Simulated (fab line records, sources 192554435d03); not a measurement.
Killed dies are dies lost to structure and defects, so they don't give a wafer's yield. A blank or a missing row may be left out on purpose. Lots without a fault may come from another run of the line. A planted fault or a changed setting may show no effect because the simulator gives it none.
Chamber matching | flow n5_finfet | N5_BEOL_M9_DESCUM_33 on rie_diel-03: 4 sister chambers
The step chemistry O2, time 7 s. 7 wafers are shown with their chamber, then 9 later ones without.

WAFERS WITH THEIR CHAMBER
wafer  | chamber | showerhead_plenum_p_Torr (Torr) | throttle_valve_pct (%)
L088.2 | 2       | 2.05                            | 20.64
L088.5 | 3       | 1.99                            | 20.58
L090.3 | 3       | 1.98                            | 20.60
L091.3 | 1       | 2.04                            | 20.51
L092.1 | 1       | 2.04                            | 20.51
L092.4 | 0       | 2.17                            | 20.91
L092.6 | 0       | 2.17                            | 20.93

WAFERS WITHOUT THEIR CHAMBER
wafer  | showerhead_plenum_p_Torr (Torr) | throttle_valve_pct (%)
L093.3 | 1.98                            | 20.62
L093.4 | 2.17                            | 20.92
L093.5 | 2.17                            | 20.91
L095.1 | 2.03                            | 20.53
L095.2 | 2.04                            | 20.66
L095.5 | 2.04                            | 20.65
L097.1 | 1.98                            | 20.63
L097.3 | 2.03                            | 20.53
L097.5 | 2.17                            | 20.92

WHICH CHAMBER EACH WENT THROUGH
wafer  | from the rows above | in truth
L093.3 | 3                   | 3
L093.4 | 0                   | 0
L093.5 | 0                   | 0
L095.1 | 1                   | 1
L095.2 | 2                   | 2
L095.5 | 2                   | 2
L097.1 | 3                   | 3
L097.3 | 1                   | 1
L097.5 | 0                   | 0
Placed correctly: 9 of 9. Can't be placed from these rows: 0. Placed wrongly: 0.
How it was worked out, from the rows above alone: a wafer's distance from a chamber is the root of the sum, over the readings, of the square of ((its reading less the chamber's mean) divided by the reading's scatter). The wafer belongs to the nearest chamber; if the next one is less than 2 further off, it can't be placed. A chamber's mean is the mean of its shown wafers. The scatter: the root of (the sum of the squares of (reading less its chamber's mean) over the shown wafers, divided by (wafers less chambers)).
